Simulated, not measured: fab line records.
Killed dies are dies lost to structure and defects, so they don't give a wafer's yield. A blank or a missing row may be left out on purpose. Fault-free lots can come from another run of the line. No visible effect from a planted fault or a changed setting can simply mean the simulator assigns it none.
Matching of chambers + flow n5-finfet + rie-diel-05 running N5_BEOL_M8_STRIP_36: 4 sister chambers
The step strips in N2/H2. 8 wafers are shown with their chamber, then 12 later ones without.

WAFERS, EACH WITH ITS CHAMBER
| wafer  | chamber | drypump-motor-current-A (A) | showerhead-plenum-p-Torr (Torr) |
|--------|---------|-----------------------------|---------------------------------|
| L079.3 | 3       | 6.2                         | 2.40                            |
| L082.5 | 2       | 6.2                         | 2.62                            |
| L086.1 | 0       | 6.1                         | 2.70                            |
| L086.2 | 1       | 5.5                         | 2.47                            |
| L086.6 | 3       | 6.1                         | 2.39                            |
| L091.2 | 1       | 5.5                         | 2.47                            |
| L091.3 | 0       | 6.1                         | 2.70                            |
| L091.4 | 2       | 6.2                         | 2.61                            |

WAFERS WITHOUT THEIR CHAMBER
| wafer  | drypump-motor-current-A (A) | showerhead-plenum-p-Torr (Torr) |
|--------|-----------------------------|---------------------------------|
| L090.1 | 5.5                         | 2.47                            |
| L090.2 | 6.1                         | 2.69                            |
| L090.5 | 5.5                         | 2.47                            |
| L092.1 | 6.2                         | 2.61                            |
| L092.2 | 6.1                         | 2.70                            |
| L092.6 | 5.5                         | 2.47                            |
| L096.2 | 6.1                         | 2.69                            |
| L096.5 | 6.1                         | 2.69                            |
| L096.6 | 5.5                         | 2.46                            |
| L095.2 | 5.5                         | 2.46                            |
| L095.3 | 6.1                         | 2.68                            |
| L095.6 | 6.1                         | 2.70                            |

WHICH CHAMBER EACH WENT THROUGH
| wafer  | from the rows above | in truth                   |
|--------|---------------------|----------------------------|
| L090.1 | 1                   | 1                          |
| L090.2 | 0                   | 0                          |
| L090.5 | 1                   | 1                          |
| L092.1 | 2                   | 2                          |
| L092.2 | 0                   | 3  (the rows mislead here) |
| L092.6 | 1                   | 1                          |
| L096.2 | 0                   | 0                          |
| L096.5 | 0                   | 0                          |
| L096.6 | 1                   | 1                          |
| L095.2 | 1                   | 1                          |
| L095.3 | 0                   | 0                          |
| L095.6 | 0                   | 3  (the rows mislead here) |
Correct placement for 10 of the 12. Not placeable from these rows: 0. Placed wrongly: 2.
How it was worked out, from the rows above alone: a wafer's distance from a chamber is the root of the sum, over the readings, of the square of ((its reading less the chamber's mean) divided by the reading's scatter). The wafer belongs to the nearest chamber; if the next one is less than 2 further off, it can't be placed. Each chamber's mean is taken over the wafers shown for it. The scatter: take each reading less its chamber's mean, square it, sum over the shown wafers, divide by the number of wafers less the number of chambers, and take the root.
